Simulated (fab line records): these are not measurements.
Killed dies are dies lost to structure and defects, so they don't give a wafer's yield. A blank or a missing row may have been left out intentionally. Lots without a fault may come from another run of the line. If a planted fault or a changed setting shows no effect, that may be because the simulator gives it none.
fab line records + flow n5Finfet
record:
- lots: 6
- wafers: 18
- lastDay: 18
route steps=1938 shown BEOL_M6@1226
lots untouched by any fault: they come from a run of this same line in which no faults occurred
startH: hours from the record's first day to the start of the lot's first wafer shown + waitH: how many hours have passed since the lot's step before this one + " unchanged from the row above + L1.1+2: a row that stands for several wafers + - either no value or no given start + * or withheld: withheld + < > ~ a bound
route shown NAME@n: names a module that has steps shown in the file, with the first one's number in the route + usual: mean/standard deviation of fault-free wafers + same: alike in all rows + chamber/n: place in a boat + sites: each site's reading + _std_site: standard deviation of those values + _edge_site: inner sites' mean taken away from outer sites' mean + radiusMm: for every site, how far away it sits from the centre of the wafer + mask NAME#n: copy n + behind: the most recent tool/chamber to have shaped the wafer + hold: why the lot was held/for how many hours/how that ended + device: which transistor (n, p or np) failed to switch + end of line: tests run on the same wafers once the route is complete + where a step has no rows: the recipe by itself + killed: count of dies lost to structure and defects at first sort (not the wafer's yield) + map: shows each die of a wafer: x if killed, . if not, _ if none is there
set.NAME: setting as actually run; set.NAME@STEP: the setting as run at that earlier step + model.NAME: the simulator's own value behind a step, which no gauge read
a table for each step, a row for each wafer; lots at some steps of the route
services: a tool's chamber out of use, with start hour (startH, from the record's first day; less than 0 if before it), hours out, and reason
== steps ==
step: N5_BEOL_M6_DEVELOP_27
recipe:
- developTimeS: 30
- developer: TMAH
- resist: CAR-EUV
- rinseLiquid: surfactantRinse
- dry: airSpin
- devTempC: 23
step: N5_BEOL_M6_CD_MEAS_28
recipe:
- targetCdNm: 40
- landingEnergyEv: 500
- detector: seInlens
usual:
- cdNm: 40.04/0.22
| lot.wafer | tool     | chamber | startH | waitH | cdNm  |
|-----------|----------|---------|--------|-------|-------|
| L504.4    | cdSem-02 | 0       | 187.77 | -     | 39.84 |
| L504.5    | "        | 0       | "      | "     | 39.94 |
| L504.6    | "        | 0       | "      | "     | 40.06 |
| L507.1    | cdSem-02 | 0       | 207.48 | -     | 39.99 |
| L507.2    | "        | 0       | "      | "     | 39.81 |
| L507.3    | "        | 0       | "      | "     | 39.92 |
| L512.1    | cdSem-03 | 0       | 245.90 | -     | 40.08 |
| L512.2    | "        | 0       | "      | "     | 40.15 |
| L512.6    | "        | 0       | "      | "     | 40.04 |
| L515.1    | cdSem-01 | 0       | 256.44 | -     | 40.45 |
| L515.4    | "        | 0       | "      | "     | 39.89 |
| L515.5    | "        | 0       | "      | "     | 40.55 |
| L523.2    | cdSem-02 | 0       | 301.49 | -     | 40.28 |
| L523.3    | "        | 0       | "      | "     | 39.92 |
| L523.6    | "        | 0       | "      | "     | 40.06 |
| L524.1    | cdSem-02 | 0       | 331.01 | -     | 40.16 |
| L524.3    | "        | 0       | "      | "     | 40.30 |
| L524.5    | "        | 0       | "      | "     | 40.07 |
step: N5_BEOL_M6_OVL_MEAS_29
recipe:
- pointsPerWafer: 522
usual:
- V5_OVL: -0.5/0.74
| lot.wafer | tool       | chamber | startH | waitH | V5_OVL[nm] |
|-----------|------------|---------|--------|-------|------------|
| L504.4    | overlay-02 | 0       | 187.81 | 0.0   | 0.1        |
| L504.5    | "          | 0       | "      | "     | -0.8       |
| L504.6    | "          | 0       | "      | "     | -0.2       |
| L507.1    | overlay-01 | 0       | 207.51 | 0.0   | 0.9        |
| L507.2    | "          | 0       | "      | "     | -1.6       |
| L507.3    | "          | 0       | "      | "     | 0.8        |
| L512.1    | overlay-01 | 0       | 245.93 | 0.0   | -0.9       |
| L512.2    | "          | 0       | "      | "     | -2.4       |
| L512.6    | "          | 0       | "      | "     | -1.6       |
| L515.1    | overlay-01 | 0       | 256.47 | 0.0   | -0.5       |
| L515.4    | "          | 0       | "      | "     | 0.2        |
| L515.5    | "          | 0       | "      | "     | -0.5       |
| L523.2    | overlay-02 | 0       | 301.53 | 0.0   | 0.0        |
| L523.3    | "          | 0       | "      | "     | 0.2        |
| L523.6    | "          | 0       | "      | "     | -0.8       |
| L524.1    | overlay-01 | 0       | 331.04 | 0.0   | -1.6       |
| L524.3    | "          | 0       | "      | "     | -1.6       |
| L524.5    | "          | 0       | "      | "     | -1.7       |
step: N5_BEOL_M6_INSPECT_30
recipe:
- mode: adi
- inspectInstrument: brightfield
usual:
- rawDefectCount: 417/95
| lot.wafer | tool             | chamber | startH | waitH | rawDefectCount |
|-----------|------------------|---------|--------|-------|----------------|
| L504.4    | defectInspect-02 | -       | 187.85 | 0.0   | 539            |
| L504.5    | "                | -       | "      | "     | 517            |
| L504.6    | "                | -       | "      | "     | 372            |
| L507.1    | defectInspect-01 | -       | 207.57 | 0.1   | 324            |
| L507.2    | "                | -       | "      | "     | 338            |
| L507.3    | "                | -       | "      | "     | 477            |
| L512.1    | defectInspect-02 | -       | 245.99 | 0.1   | 308            |
| L512.2    | "                | -       | "      | "     | 325            |
| L512.6    | "                | -       | "      | "     | 391            |
| L515.1    | defectInspect-01 | -       | 256.53 | 0.1   | 473            |
| L515.4    | "                | -       | "      | "     | 414            |
| L515.5    | "                | -       | "      | "     | 477            |
| L523.2    | defectInspect-02 | -       | 301.58 | 0.0   | 440            |
| L523.3    | "                | -       | "      | "     | 387            |
| L523.6    | "                | -       | "      | "     | 553            |
| L524.1    | defectInspect-01 | -       | 331.09 | 0.1   | 243            |
| L524.3    | "                | -       | "      | "     | 369            |
| L524.5    | "                | -       | "      | "     | 336            |
step: N5_BEOL_M6_DESCUM_33
recipe:
- chemistry: O2
- timeS: 7
- sourcePowerW: 50
- biasPowerW: 20
- pressureMtorr: 20
- rfFrequencyHz: 2.712e+07
- tempC: 40
- resist: CAR-EUV
- o2FlowSccm: 225
usual:
- drypumpMotorCurrentA: 5.5/0.34
- oesProductAu: 0.82/0.073
- rfVppV: 243.5/1.3
- showerheadPlenumPTorr: 2.11/0.067
- throttleValvePct: 20.3/0.32
| lot.wafer | tool       | chamber | startH | waitH | drypumpMotorCurrentA | oesProductAu | rfHoursCounterH | rfVppV | showerheadPlenumPTorr | throttleValvePct |
|-----------|------------|---------|--------|-------|----------------------|--------------|-----------------|--------|-----------------------|------------------|
| L504.4    | rieDiel-04 | 0       | 187.90 | 0.0   | 5.4                  | 0.82         | -               | 245.1  | 2.22                  | 20.8             |
| L504.5    | "          | 2       | "      | "     | 5.7                  | 0.85         | -               | 244.4  | 2.12                  | 19.9             |
| L504.6    | "          | 3       | "      | "     | 5.5                  | 0.89         | -               | 242.4  | 2.13                  | 19.9             |
| L507.1    | rieDiel-03 | 0       | 207.60 | 0.0   | 5.0                  | 0.85         | 51              | 242.2  | 2.05                  | 20.5             |
| L507.2    | "          | 2       | "      | "     | 5.7                  | 0.87         | 38              | 243.9  | 2.22                  | 20.0             |
| L507.3    | "          | 1       | "      | "     | 5.6                  | 0.68         | 249             | 243.8  | 2.07                  | 20.6             |
| L512.1    | rieDiel-03 | 2       | 246.40 | 0.4   | 5.7                  | 0.84         | 55              | 246.0  | 2.21                  | 20.1             |
| L512.2    | "          | 0       | "      | "     | 5.1                  | 0.83         | 69              | 242.2  | 2.04                  | 20.5             |
| L512.6    | "          | 3       | "      | "     | 5.6                  | 0.92         | -               | 244.4  | 2.14                  | 20.6             |
| L515.1    | rieDiel-03 | 0       | 256.96 | 0.4   | 5.0                  | 0.83         | 73              | 242.9  | 2.04                  | 20.5             |
| L515.4    | "          | 3       | "      | "     | 5.7                  | 0.92         | 28              | 244.4  | 2.13                  | 20.6             |
| L515.5    | "          | 1       | "      | "     | 5.6                  | 0.93         | -               | 241.3  | 2.07                  | 20.2             |
| L523.2    | rieDiel-04 | 0       | 301.62 | 0.0   | 5.4                  | 0.78         | 106             | 246.6  | 2.21                  | 20.8             |
| L523.3    | "          | 3       | "      | "     | 5.5                  | 0.83         | 77              | 243.9  | 2.11                  | 20.0             |
| L523.6    | "          | 3       | "      | "     | 5.5                  | 0.83         | -               | 243.8  | 2.11                  | 20.0             |
| L524.1    | rieDiel-06 | 3       | 331.14 | 0.0   | 6.5                  | 1.00         | 0               | 244.5  | 2.14                  | 20.2             |
| L524.3    | "          | 1       | "      | "     | 5.3                  | 0.71         | 192             | 240.5  | 1.99                  | 20.8             |
| L524.5    | "          | 3       | "      | "     | 6.5                  | 1.00         | -               | 244.0  | 2.14                  | 20.2             |
step: N5_BEOL_M6_ETCH_72
recipe:
- chemistry: N2/H2
- target: underlayer
- targetDepthA: 65
- maskMaterial: CAR-EUV
- timeS: 5.2
- ionEnergyEv: 200
- pressureMtorr: 30
- sourceW: 840
- biasW: 150
- n2FlowSccm: 200
- h2FlowSccm: 200
- ends: cleared
usual:
- drypumpMotorCurrentA: 5.6/0.34
- etchRfOnTimeS: 5.18/0.082
- oesProductAu: 0.70/0.062
- rfVppV: 524.6/2.5
- showerheadPlenumPTorr: 2.57/0.081
- throttleValvePct: 17.8/0.33
| lot.wafer | tool       | chamber | startH | waitH | drypumpMotorCurrentA | etchRfOnTimeS | oesProductAu | rfHoursCounterH | rfVppV | showerheadPlenumPTorr | throttleValvePct |
|-----------|------------|---------|--------|-------|----------------------|---------------|--------------|-----------------|--------|-----------------------|------------------|
| L504.4    | rieDiel-04 | 0       | 187.93 | 0.0   | 5.4                  | 5.17          | 0.69         | -               | 526.0  | 2.70                  | 18.2             |
| L504.5    | "          | 2       | "      | "     | 5.7                  | 5.17          | 0.72         | -               | 524.5  | 2.59                  | 17.4             |
| L504.6    | "          | 3       | "      | "     | 5.5                  | 5.07          | 0.76         | -               | 524.4  | 2.59                  | 17.3             |
| L507.1    | rieDiel-03 | 0       | 207.64 | 0.0   | 5.1                  | 5.26          | 0.72         | 51              | 521.7  | 2.48                  | 17.8             |
| L507.2    | "          | 2       | "      | "     | 5.7                  | 5.24          | 0.74         | 38              | 527.5  | 2.70                  | 17.4             |
| L507.3    | "          | 1       | "      | "     | 5.5                  | 5.43          | 0.57         | 249             | 523.1  | 2.50                  | 17.9             |
| L512.1    | rieDiel-03 | 2       | 246.43 | 0.0   | 5.7                  | 5.25          | 0.71         | 55              | 525.9  | 2.69                  | 17.4             |
| L512.2    | "          | 0       | "      | "     | 5.1                  | 5.23          | 0.71         | 69              | 522.5  | 2.47                  | 17.9             |
| L512.6    | "          | 3       | "      | "     | 5.7                  | 5.19          | 0.78         | -               | 523.0  | 2.60                  | 18.1             |
| L515.1    | rieDiel-03 | 0       | 256.99 | 0.0   | 5.0                  | 5.33          | 0.70         | 73              | 523.0  | 2.47                  | 17.9             |
| L515.4    | "          | 3       | "      | "     | 5.7                  | 5.27          | 0.77         | 28              | 523.0  | 2.60                  | 18.1             |
| L515.5    | "          | 1       | "      | "     | 5.6                  | 5.31          | 0.78         | -               | 523.9  | 2.49                  | 17.5             |
| L523.2    | rieDiel-04 | 0       | 301.65 | 0.0   | 5.4                  | 5.10          | 0.66         | 106             | 527.1  | 2.68                  | 18.2             |
| L523.3    | "          | 3       | "      | "     | 5.5                  | 5.08          | 0.74         | 77              | 524.7  | 2.57                  | 17.4             |
| L523.6    | "          | 3       | "      | "     | 5.5                  | 5.09          | 0.72         | -               | 525.0  | 2.57                  | 17.4             |
| L524.1    | rieDiel-06 | 3       | 331.17 | 0.0   | 6.5                  | 5.02          | 0.85         | 0               | 527.1  | 2.61                  | 17.8             |
| L524.3    | "          | 1       | "      | "     | 5.3                  | 5.08          | 0.62         | 192             | 520.9  | 2.43                  | 18.3             |
| L524.5    | "          | 3       | "      | "     | 6.4                  | 5.00          | 0.86         | -               | 525.0  | 2.61                  | 17.8             |
step: N5_BEOL_M6_ETCH_65
recipe:
- chemistry: CF4
- target: SiARC
- targetDepthA: 156
- maskMaterial: CAR-EUV
- timeS: 26
- ionEnergyEv: 80
- pressureMtorr: 40
- sourceW: 545
- biasW: 36
- Ar_flow_sccm: 100
- cf4FlowSccm: 100
- ends: cleared
usual:
- drypumpMotorCurrentA: 5.5/0.34
- etchRfOnTimeS: 26.0/0.39
- oesProductAu: 0.70/0.063
- rfVppV: 184.4/1.1
- showerheadPlenumPTorr: 2.16/0.063
- throttleValvePct: 15.53/0.28
| lot.wafer | tool       | chamber | startH | waitH | drypumpMotorCurrentA | etchRfOnTimeS | oesProductAu | rfHoursCounterH | rfVppV | showerheadPlenumPTorr | throttleValvePct |
|-----------|------------|---------|--------|-------|----------------------|---------------|--------------|-----------------|--------|-----------------------|------------------|
| L504.4    | rieDiel-04 | 0       | 187.95 | 0.0   | 5.4                  | 25.7          | 0.70         | -               | 185.5  | 2.25                  | 15.78            |
| L504.5    | "          | 2       | "      | "     | 5.7                  | 25.5          | 0.73         | -               | 184.3  | 2.18                  | 15.11            |
| L504.6    | "          | 3       | "      | "     | 5.5                  | 25.1          | 0.77         | -               | 184.5  | 2.18                  | 15.11            |
| L507.1    | rieDiel-03 | 0       | 207.65 | 0.0   | 5.1                  | 26.1          | 0.73         | 51              | 184.1  | 2.09                  | 15.61            |
| L507.2    | "          | 2       | "      | "     | 5.7                  | 26.3          | 0.75         | 38              | 185.8  | 2.27                  | 15.24            |
| L507.3    | "          | 1       | "      | "     | 5.5                  | 27.4          | 0.57         | 249             | 183.5  | 2.11                  | 15.74            |
| L512.1    | rieDiel-03 | 2       | 246.45 | 0.0   | 5.7                  | 26.3          | 0.71         | 55              | 185.4  | 2.27                  | 15.28            |
| L512.2    | "          | 0       | "      | "     | 5.1                  | 26.1          | 0.71         | 69              | 182.8  | 2.09                  | 15.65            |
| L512.6    | "          | 3       | "      | "     | 5.7                  | 25.5          | 0.79         | -               | 185.0  | 2.19                  | 15.76            |
| L515.1    | rieDiel-03 | 0       | 257.01 | 0.0   | 5.1                  | 26.6          | 0.70         | 73              | 183.9  | 2.09                  | 15.67            |
| L515.4    | "          | 3       | "      | "     | 5.7                  | 26.0          | 0.78         | 28              | 184.8  | 2.19                  | 15.76            |
| L515.5    | "          | 1       | "      | "     | 5.6                  | 26.3          | 0.77         | -               | 184.2  | 2.11                  | 15.26            |
| L523.2    | rieDiel-04 | 0       | 301.67 | 0.0   | 5.4                  | 25.9          | 0.66         | 106             | 184.3  | 2.23                  | 15.85            |
| L523.3    | "          | 3       | "      | "     | 5.5                  | 25.7          | 0.71         | 77              | 183.9  | 2.17                  | 15.20            |
| L523.6    | "          | 3       | "      | "     | 5.5                  | 25.4          | 0.72         | -               | 184.9  | 2.16                  | 15.19            |
| L524.1    | rieDiel-06 | 3       | 331.19 | 0.0   | 6.5                  | 25.2          | 0.86         | 0               | 185.0  | 2.19                  | 15.40            |
| L524.3    | "          | 1       | "      | "     | 5.3                  | 26.0          | 0.61         | 192             | 182.3  | 2.04                  | 16.00            |
| L524.5    | "          | 3       | "      | "     | 6.5                  | 25.4          | 0.85         | -               | 185.2  | 2.19                  | 15.39            |
step: N5_BEOL_M6_ETCH_66
recipe:
- chemistry: N2/H2
- target: SOC
- targetDepthA: 800
- overetchA: 160
- maskMaterial: SiARC
- tempC: 40
- timeS: 120
- ionEnergyEv: 200
- pressureMtorr: 30
- sourceW: 840
- biasW: 150
- n2FlowSccm: 200
- h2FlowSccm: 200
step: N5_BEOL_M6_STRIP_69
recipe:
- chemistry: N2/H2
- tempC: 40
- n2FlowSccm: 200
- h2FlowSccm: 200
- rfFrequencyHz: 6e+07
step: N5_BEOL_M6_STRIP_73
recipe:
- chemistry: N2/H2
- tempC: 40
- n2FlowSccm: 200
- h2FlowSccm: 200
- rfFrequencyHz: 6e+07
step: N5_BEOL_M6_VIA_ETCH_34
recipe:
- chemistry: C4F6/O2
- target: SiCOH_lowk
- targetDepthA: 1263
- maskMaterial: SOC
- taperDeg: 4
- timeS: 50.9
- ionEnergyEv: 250
- pressureMtorr: 30
- sourceW: 345
- biasW: 185
- Ar_flow_sccm: 300
- C4F6_flow_sccm: 10
- O2_flow_sccm: 10
usual:
- drypumpMotorCurrentA: 5.5/0.34
- oes_o_777_au: 0.82/0.067
- oesProductAu: 0.82/0.073
- rfVppV: 666/7.2
- showerheadPlenumPTorr: 2.88/0.085
- throttleValvePct: 20.82/0.3
| lot.wafer | tool       | chamber | startH | waitH | drypumpMotorCurrentA | oes_o_777_au | oesProductAu | rfHoursCounterH | rfVppV | showerheadPlenumPTorr | throttleValvePct |
|-----------|------------|---------|--------|-------|----------------------|--------------|--------------|-----------------|--------|-----------------------|------------------|
| L504.4    | rieDiel-04 | 0       | 188.08 | 0.0   | 5.4                  | 0.83         | 0.82         | -               | 665    | 2.99                  | 21.12            |
| L504.5    | "          | 2       | "      | "     | 5.7                  | 0.85         | 0.86         | -               | 666    | 2.89                  | 20.41            |
| L504.6    | "          | 3       | "      | "     | 5.5                  | 0.89         | 0.90         | -               | 664    | 2.89                  | 20.39            |
| L507.1    | rieDiel-03 | 0       | 207.78 | 0.0   | 5.1                  | 0.87         | 0.85         | 51              | 656    | 2.78                  | 20.93            |
| L507.2    | "          | 2       | "      | "     | 5.6                  | 0.85         | 0.86         | 38              | 680    | 3.02                  | 20.53            |
| L507.3    | "          | 1       | "      | "     | 5.6                  | 0.68         | 0.68         | 249             | 672    | 2.81                  | 20.97            |
| L512.1    | rieDiel-03 | 2       | 246.58 | 0.0   | 5.7                  | 0.82         | 0.83         | 56              | 679    | 3.01                  | 20.57            |
| L512.2    | "          | 0       | "      | "     | 5.0                  | 0.84         | 0.83         | 69              | 655    | 2.77                  | 20.97            |
| L512.6    | "          | 3       | "      | "     | 5.7                  | 0.91         | 0.91         | -               | 671    | 2.90                  | 21.13            |
| L515.1    | rieDiel-03 | 0       | 257.14 | 0.0   | 5.1                  | 0.83         | 0.83         | 73              | 655    | 2.77                  | 20.97            |
| L515.4    | "          | 3       | "      | "     | 5.7                  | 0.90         | 0.91         | 28              | 673    | 2.90                  | 21.11            |
| L515.5    | "          | 1       | "      | "     | 5.6                  | 0.90         | 0.92         | -               | 672    | 2.81                  | 20.64            |
| L523.2    | rieDiel-04 | 0       | 301.80 | 0.0   | 5.4                  | 0.79         | 0.77         | 106             | 665    | 2.97                  | 21.18            |
| L523.3    | "          | 3       | "      | "     | 5.5                  | 0.83         | 0.84         | 78              | 663    | 2.88                  | 20.44            |
| L523.6    | "          | 3       | "      | "     | 5.5                  | 0.84         | 0.83         | -               | 664    | 2.88                  | 20.44            |
| L524.1    | rieDiel-06 | 3       | 331.32 | 0.0   | 6.5                  | 0.98         | 1.00         | 0               | 672    | 2.91                  | 20.79            |
| L524.3    | "          | 1       | "      | "     | 5.3                  | 0.72         | 0.71         | 192             | 656    | 2.71                  | 21.25            |
| L524.5    | "          | 3       | "      | "     | 6.5                  | 0.98         | 1.00         | -               | 672    | 2.91                  | 20.78            |
step: N5_BEOL_M6_STRIP_76
recipe:
- chemistry: C4F6/O2
- resist: SiARC
- rfFrequencyHz: 6e+07
step: N5_BEOL_M6_STRIP_36
recipe:
- chemistry: N2/H2
- powerW: 450
- tempC: 40
- pressureMtorr: 20
- rfFrequencyHz: 6e+07
- overashFraction: 0.3
- biasPowerW: 7
- h2Frac: 0.5
- n2FlowSccm: 200
- h2FlowSccm: 200
usual:
- drypumpMotorCurrentA: 5.6/0.35
- h2FlowSccm: 200.0/0.59
- oesProductAu: 0.82/0.074
- rfVppV: 59.2/1.6
- showerheadPlenumPTorr: 2.57/0.082
- throttleValvePct: 23.6/0.39
| lot.wafer | tool       | chamber | startH | waitH | drypumpMotorCurrentA | h2FlowSccm | oesProductAu | rfHoursCounterH | rfVppV | showerheadPlenumPTorr | throttleValvePct |
|-----------|------------|---------|--------|-------|----------------------|------------|--------------|-----------------|--------|-----------------------|------------------|
| L504.4    | rieDiel-04 | 0       | 188.14 | 0.0   | 5.4                  | 199.9      | 0.83         | -               | 62.6   | 2.69                  | 24.0             |
| L504.5    | "          | 2       | "      | "     | 5.7                  | 199.7      | 0.85         | -               | 56.1   | 2.59                  | 23.1             |
| L504.6    | "          | 3       | "      | "     | 5.5                  | 199.7      | 0.90         | -               | 58.8   | 2.58                  | 23.0             |
| L507.1    | rieDiel-03 | 0       | 207.84 | 0.0   | 5.0                  | 200.7      | 0.86         | 51              | 57.6   | 2.47                  | 23.6             |
| L507.2    | "          | 2       | "      | "     | 5.7                  | 200.1      | 0.87         | 38              | 58.0   | 2.69                  | 23.2             |
| L507.3    | "          | 1       | "      | "     | 5.6                  | 200.4      | 0.68         | 249             | 59.8   | 2.49                  | 23.6             |
| L512.1    | rieDiel-03 | 2       | 246.63 | 0.0   | 5.7                  | 200.4      | 0.85         | 56              | 60.0   | 2.69                  | 23.2             |
| L512.2    | "          | 0       | "      | "     | 5.1                  | 199.3      | 0.83         | 69              | 58.8   | 2.47                  | 23.6             |
| L512.6    | "          | 3       | "      | "     | 5.7                  | 219.5      | 0.93         | -               | 59.7   | 2.66                  | 25.5             |
| L515.1    | rieDiel-03 | 0       | 257.19 | 0.0   | 5.1                  | 199.3      | 0.83         | 73              | 56.8   | 2.46                  | 23.6             |
| L515.4    | "          | 3       | "      | "     | 5.7                  | 220.0      | 0.93         | 28              | 61.4   | 2.66                  | 25.5             |
| L515.5    | "          | 1       | "      | "     | 5.6                  | 200.3      | 0.91         | -               | 59.5   | 2.49                  | 23.3             |
| L523.2    | rieDiel-04 | 0       | 301.85 | 0.0   | 5.4                  | 199.7      | 0.78         | 106             | 58.8   | 2.67                  | 24.1             |
| L523.3    | "          | 3       | "      | "     | 5.5                  | 200.4      | 0.83         | 78              | 57.9   | 2.56                  | 23.1             |
| L523.6    | "          | 3       | "      | "     | 5.5                  | 200.5      | 0.84         | -               | 58.9   | 2.57                  | 23.1             |
| L524.1    | rieDiel-06 | 3       | 331.37 | 0.0   | 6.5                  | 200.5      | 1.01         | 0               | 60.3   | 2.60                  | 23.8             |
| L524.3    | "          | 1       | "      | "     | 5.3                  | 201.1      | 0.72         | 192             | 56.9   | 2.43                  | 24.0             |
| L524.5    | "          | 3       | "      | "     | 6.5                  | 200.5      | 1.00         | -               | 58.3   | 2.60                  | 23.8             |
step: N5_BEOL_M6_TRENCH_ETCH_37
recipe:
- chemistry: C4F6/O2
- targetDepthA: 944.35
- target: SiCOH_lowk
- timeS: 31.5
- ionEnergyEv: 250
- pressureMtorr: 30
- sourceW: 345
- biasW: 185
- Ar_flow_sccm: 300
- C4F6_flow_sccm: 10
- O2_flow_sccm: 10
usual:
- drypumpMotorCurrentA: 5.6/0.35
- oes_o_777_au: 0.82/0.067
- oesProductAu: 0.82/0.072
- rfVppV: 666/7
- showerheadPlenumPTorr: 2.88/0.085
- throttleValvePct: 20.86/0.3
| lot.wafer | tool       | chamber | startH | waitH | drypumpMotorCurrentA | oes_o_777_au | oesProductAu | rfHoursCounterH | rfVppV | showerheadPlenumPTorr | throttleValvePct |
|-----------|------------|---------|--------|-------|----------------------|--------------|--------------|-----------------|--------|-----------------------|------------------|
| L504.4    | rieDiel-04 | 0       | -      | -     | 5.4                  | 0.83         | 0.81         | -               | 665    | 2.99                  | 21.14            |
| L504.5    | "          | 2       | "      | "     | 5.7                  | 0.85         | 0.85         | -               | 666    | 2.89                  | 20.45            |
| L504.6    | "          | 3       | "      | "     | 5.5                  | 0.89         | 0.89         | -               | 664    | 2.89                  | 20.42            |
| L507.1    | rieDiel-03 | 0       | -      | -     | 5.0                  | 0.86         | 0.84         | 51              | 655    | 2.78                  | 20.96            |
| L507.2    | "          | 2       | "      | "     | 5.7                  | 0.85         | 0.87         | 38              | 680    | 3.02                  | 20.57            |
| L507.3    | "          | 1       | "      | "     | 5.6                  | 0.68         | 0.68         | 249             | 672    | 2.81                  | 21.01            |
| L512.1    | rieDiel-03 | 2       | -      | -     | 5.7                  | 0.83         | 0.84         | 56              | 679    | 3.01                  | 20.60            |
| L512.2    | "          | 0       | "      | "     | 5.1                  | 0.84         | 0.83         | 69              | 656    | 2.77                  | 21.00            |
| L512.6    | "          | 3       | "      | "     | 5.7                  | 0.90         | 0.91         | -               | 671    | 2.90                  | 21.14            |
| L515.1    | rieDiel-03 | 0       | -      | -     | 5.1                  | 0.84         | 0.82         | 73              | 656    | 2.77                  | 21.00            |
| L515.4    | "          | 3       | "      | "     | 5.7                  | 0.90         | 0.91         | 28              | 672    | 2.90                  | 21.14            |
| L515.5    | "          | 1       | "      | "     | 5.5                  | 0.90         | 0.92         | -               | 674    | 2.81                  | 20.66            |
| L523.2    | rieDiel-04 | 0       | -      | -     | 5.4                  | 0.79         | 0.76         | 106             | 666    | 2.97                  | 21.22            |
| L523.3    | "          | 3       | "      | "     | 5.5                  | 0.84         | 0.84         | 78              | 664    | 2.88                  | 20.48            |
| L523.6    | "          | 3       | "      | "     | 5.5                  | 0.83         | 0.83         | -               | 663    | 2.88                  | 20.47            |
| L524.1    | rieDiel-06 | 3       | -      | -     | 6.5                  | 0.97         | 1.00         | 0               | 672    | 2.91                  | 20.81            |
| L524.3    | "          | 1       | "      | "     | 5.3                  | 0.72         | 0.71         | 192             | 657    | 2.71                  | 21.28            |
| L524.5    | "          | 3       | "      | "     | 6.5                  | 0.97         | 0.99         | -               | 673    | 2.91                  | 20.82            |
== services ==
| tool       | chamber | startH | hours | kind                        |
|------------|---------|--------|-------|-----------------------------|
| rieDiel-03 | 1       | 211.40 | -     | clean                       |
| rieDiel-03 | 1       | 211.40 | -     | consumableReplace:focusRing |
| rieDiel-03 | 1       | 211.40 | 17.4  | scheduledDown               |
| rieDiel-03 | 1       | 211.40 | 17.4  | ventCycle                   |
| rieDiel-06 | 3       | 226.21 | 11.0  | repair                      |
| rieDiel-03 | 2       | 276.78 | 12.1  | repair                      |
| rieDiel-06 | 3       | 311.90 | -     | clean                       |
| rieDiel-06 | 3       | 311.90 | -     | consumableReplace:focusRing |
| rieDiel-06 | 3       | 311.90 | 18.8  | scheduledDown               |
| rieDiel-06 | 3       | 311.90 | 18.8  | ventCycle                   |
| rieDiel-03 | 1       | 329.69 | 7.5   | repair                      |
== key ==
firstSign:
- step: N5_BEOL_M6_STRIP_36
- reading: h2FlowSccm
- direction: up
- sigmas: 33
- usual: 200.0
- struck: 219.7
effect:
- step: N5_BEOL_M6_STRIP_36
- reading: throttleValvePct
- direction: up
- sigmas: 5.1
- usual: *
- struck: *
metAt N5_BEOL_M6_STRIP_36
struckWafers L512.6,L515.4
fault:
- kind: processParameterDrift
- tool: rieDiel-03
- chamber: 3
- onsetH: 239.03
- steps: N5_BEOL_M6_STRIP_36
- channel: h2FlowSccm
- offset: 20
- shape: step
- endH: 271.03
- actsIn: theseRecipesOnly
- stated: 200
